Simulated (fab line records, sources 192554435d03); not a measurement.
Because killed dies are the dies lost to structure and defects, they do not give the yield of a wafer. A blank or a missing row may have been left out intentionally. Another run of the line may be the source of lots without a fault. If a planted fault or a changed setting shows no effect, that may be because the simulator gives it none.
The same fault as seen by 2 desks / flow n5 finfet / what lay behind the numbers comes last; until then each desk has only its own

## THE DEFECT DESK
What the inspections along the route counted, lot by lot: means of the sampled wafers that have a number. The brackets show how far a lot's mean lies from the usual mean; more than 4 standard deviations puts the lot out of limits, marked OUT.
Columns: A = raw defect count at N5_BEOL_M5_INSPECT_58, usual 68; B = raw defect count at N5_BEOL_M6_INSPECT_13, usual 418; C = raw defect count at N5_BEOL_M6_INSPECT_30, usual 424
lot=L537; first seen here=day 8 12:16; A=44; B=338; C=321
lot=L543; first seen here=day 9 16:14; A=40; B=484; C=505
lot=L544; first seen here=day 10 01:47; A=71; B=559; C=499
lot=L547; first seen here=day 10 13:44; A=57; B=556; C=506
lot=L548; first seen here=day 11 07:07; A=58; B=435; C=429
lot=L549; first seen here=day 11 15:34; A=390 (+13) OUT; B=753; C=771
lot=L550; first seen here=day 11 20:40; A=61; B=400; C=403
lot=L552; first seen here=day 11 21:46; A=374 (+13) OUT; B=730; C=750
lot=L560; first seen here=day 14 11:14; A=64; B=468; C=487
lot=L558; first seen here=day 14 11:16; A=89; B=567; C=545
lot=L559; first seen here=day 14 17:20; A=60; B=358; C=367
Finding of this desk: L549, L552 out of limits; the first was L549 at day 11 15:34, on raw defect count at N5_BEOL_M5_INSPECT_58. L537, L543, L544, L547, L548, L550, L560, L558, L559 stayed within limits.

## AT THE TOOL OWNER'S DESK: cvd co-02
At N5_BEOL_M5_PRE_CLEAN_77 (time 15 s), the tool's own readings, given per lot that ran on this tool as the mean of the sampled wafers with a number. The brackets show how far a lot's mean lies from the usual mean; more than 4 standard deviations puts the lot out of limits, marked OUT.
Columns: A = heater power w at N5_BEOL_M5_PRE_CLEAN_77, usual 89 W
lot=L537; first seen here=day 8 11:59; A=88
lot=L543; first seen here=day 9 16:01; A=93
lot=L544; first seen here=day 10 01:30; A=93
lot=L547; first seen here=day 10 13:27; A=114
lot=L548; first seen here=day 11 06:52; A=89
lot=L549; first seen here=day 11 15:19; A=74
lot=L552; first seen here=day 11 21:31; A=94
lot=L560; first seen here=day 14 10:59; A=94
This desk's verdict: no lot among the 8 shows anything out of limits.

## ALL TOGETHER
The defect desk could have raised an alarm at day 11 15:34, on L549, L552.
Nothing out of limits was seen by the tool owner's desk.
On record at the tool owner's desk: L549, L552, within its limits.
Of the lots named, all ran N5_BEOL_M5_PRE_CLEAN_77 on cvd co-02.

## WHAT THE SIMULATOR HAD PUT IN
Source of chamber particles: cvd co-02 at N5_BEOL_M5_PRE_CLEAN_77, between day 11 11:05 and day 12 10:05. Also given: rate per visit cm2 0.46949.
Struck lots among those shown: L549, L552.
Hours from the fault's start to each desk's first reading out of limits: the defect desk, 4.
